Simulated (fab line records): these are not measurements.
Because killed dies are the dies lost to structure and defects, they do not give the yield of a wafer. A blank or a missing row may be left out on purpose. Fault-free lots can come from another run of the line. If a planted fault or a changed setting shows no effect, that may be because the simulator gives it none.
Comparing a struck lot with a sound one | flow n5-finfet | 37 steps out of a route of 1938
Sound: these wafers, L170.1, L170.2, L170.4. Struck: wafers L176.2, L176.4, L176.5. The cause comes at the end.
Per side, at each step with rows, come the tool, then ch with its chambers, and then its first start. Under that, the readings that differ: sound wafers | struck wafers | difference of the means | sigmas: that difference in standard deviations of wafers without a fault.
alike: a reading whose means differ by less than 2 such deviations, as well as words and numbers matching on both sides. not compared: withheld readings; readings where some wafer has no value; bounds like >300 that might hide an equal value; numbers whose values overlap and for which the record gives no deviation.
Wherever a step has rows on one side only, a row that says differs or no value, or a row with sigmas, the two part there. Non-overlapping numbers with no deviation appear without sigmas and do not part them. A reading that every wafer of one side lacks parts them only if that side has two wafers or more.

first, 9 steps without rows for these wafers: N5_BEOL_M4_ANNEAL_95 (time 240 s); N5_BEOL_M4_SPUTTER_96 (material Cu, target thk 4.5 nm, time 8.29 s); N5_BEOL_M4_ECD_50 (material Cu, target thk 300 nm); N5_BEOL_M4_ANNEAL_51 (time 90 s); N5_BEOL_M4_CMP_52 (polishes, stops on SiOC, t overpolish 6.8 s, target thk 40 nm); N5_BEOL_M4_PRE_CLEAN_60 (time 15 s); N5_BEOL_M4_CO_CAP_55 (material Co, precursor CCTBA/H2, target thk 2 nm, time 102.1 s); N5_BEOL_M4_PRE_CLEAN_56 (time 15 s); N5_BEOL_M4_DEP_57 (deposits SiCN from 3MS/NH3, target thk 8 nm, time 14 s).
N5_BEOL_M4_RC_MEAS_101:
  sound on prober-01 ch 0, day 7 17:04; struck on prober-01 ch 0, day 9 08:05
  alike: DIBL_N, DIBL_P, IOFF_N, IOFF_P, ION_N, ION_P, SS_N, SS_P, VT_N, VT_P
then, 24 steps without rows for these wafers: N5_BEOL_M5_ILD_DEP_00 (deposits SiCOH lowk from DEMS/porogen, target thk 140.64 nm, time 25.9 s); N5_BEOL_M5_CURE_79 (cures SiCOH lowk, time 240 s); N5_BEOL_M5_PECVD_70 (deposits SiO2 from TEOS/O2, target thk 16 nm, time 18 s); N5_BEOL_M5_HM_DEP_02 (deposits TiN, target thk 20 nm); N5_BEOL_M5_COAT_59 (time 60 s, resist thk 60 nm); N5_BEOL_M5_COAT_60 (time 60 s, resist thk 12 nm); N5_BEOL_M5_COAT_71 (time 60 s, resist thk 5 nm); N5_BEOL_M5_COAT_05 (resist thk 30 nm); N5_BEOL_M5_EBR_07; N5_BEOL_M5_SOFTBAKE_06 (time 60 s); N5_BEOL_M5_EXPOSE_08 (exposes mask M5, target cd 28 nm); N5_BEOL_M5_PEB_09 (peb time 60 s); N5_BEOL_M5_DEVELOP_10 (develop time 30 s); N5_BEOL_M5_DESCUM_16 (chemistry O2, time 7 s); N5_BEOL_M5_ETCH_72 (etches underlayer in N2/H2, target depth 6.5 nm, time 5.2 s); N5_BEOL_M5_ETCH_61 (etches SiARC in CF4, target depth 15.6 nm, time 26 s); N5_BEOL_M5_ETCH_62 (etches SOC in N2/H2, target depth 75 nm, overetch 15 nm, time 112.5 s); N5_BEOL_M5_STRIP_63 (strips in N2/H2); N5_BEOL_M5_STRIP_73 (strips in N2/H2); N5_BEOL_M5_STRIP_64 (strips in CF4); N5_BEOL_M5_HM_OPEN_17 (chemistry Cl2/BCl3, target TiN, target depth 20 nm, overetch 6 nm); N5_BEOL_M5_STRIP_19 (strips in O2); N5_BEOL_M5_COAT_65 (time 60 s, resist thk 60 nm); N5_BEOL_M5_COAT_66 (time 60 s, resist thk 12 nm).
N5_BEOL_M7_ANNEAL_51: time 90 s.
  sound on rtp-anneal-02 ch 0, day 8 19:56; struck on rtp-anneal-02, day 10 12:18
  no value came back on the struck wafers for anneal-temp-c (C), anneal-temp-c-max, wafer_temp_C_max; on the sound wafers anneal-temp-c (C) reads 224.83 224.99 225.02
N5_BEOL_M7_CMP_52: polishes, stops on SiCOH lowk, t overpolish 6.9 s, target thk 80 nm.
  sound on cmp-01 ch 0,1,2, day 8 20:14; struck on cmp-04 ch 0,2,3, day 10 12:33
  reading                      | sound          | struck         | difference | sigmas
  barrier-field-endpoint-s (s) | 29.9 28.7 29.5 | 36.1 38.3 35.7 | +7.3       | +9
  time-to-endpoint-s (s)       | 69 61 62       | 82 81 81       | +17        | +5
  alike: clearing-platen-down-force-psi, motor-current-A, overpolish-run-s
-- here the record skips 3 days between the struck wafers' starts before and after, leaving off in module BEOL_M7 and picking up in module PASSIVATION (first step shown: number 1936 of the route) --
N5_PASSIVATION_PROBE_49:
  sound on prober-01 at day 12 00:26; struck on prober-01 at day 13 13:46
  reading                  | sound          | struck         | difference | sigmas
  defect-limited-yield (%) | 90.8 92.0 91.6 | 50.1 90.6 91.1 | -14.2      | -9
  killed_at_M4_up          | 13 8 13        | 506 6 18       | +165       | +30
  killed-at-contacts       | 20 17 21       | 2 7 8          | -14        | -2
  killed-at-other          | 1 2 1          | 9 16 9         | +10        | +3
  killed-dies              | 108 94 99      | 589 111 105    | +168       | +9
  sort-n-pass              | 1072 1086 1081 | 591 1069 1075  | -168       | -9
  sort-yield-pct (%)       | 90.8 92.0 91.6 | 50.1 90.6 91.1 | -14.2      | -9
  alike: killed_at_M0_to_M3, killed-at-front-end, killed-on-rim, killed-open, killed-short, sort_bin_5_function, sort_bin_6_memory

## WHERE THEY PART
At N5_BEOL_M7_ANNEAL_51 first; at N5_PASSIVATION_PROBE_49 last (within this record only).

WHY: the cause the simulator had injected
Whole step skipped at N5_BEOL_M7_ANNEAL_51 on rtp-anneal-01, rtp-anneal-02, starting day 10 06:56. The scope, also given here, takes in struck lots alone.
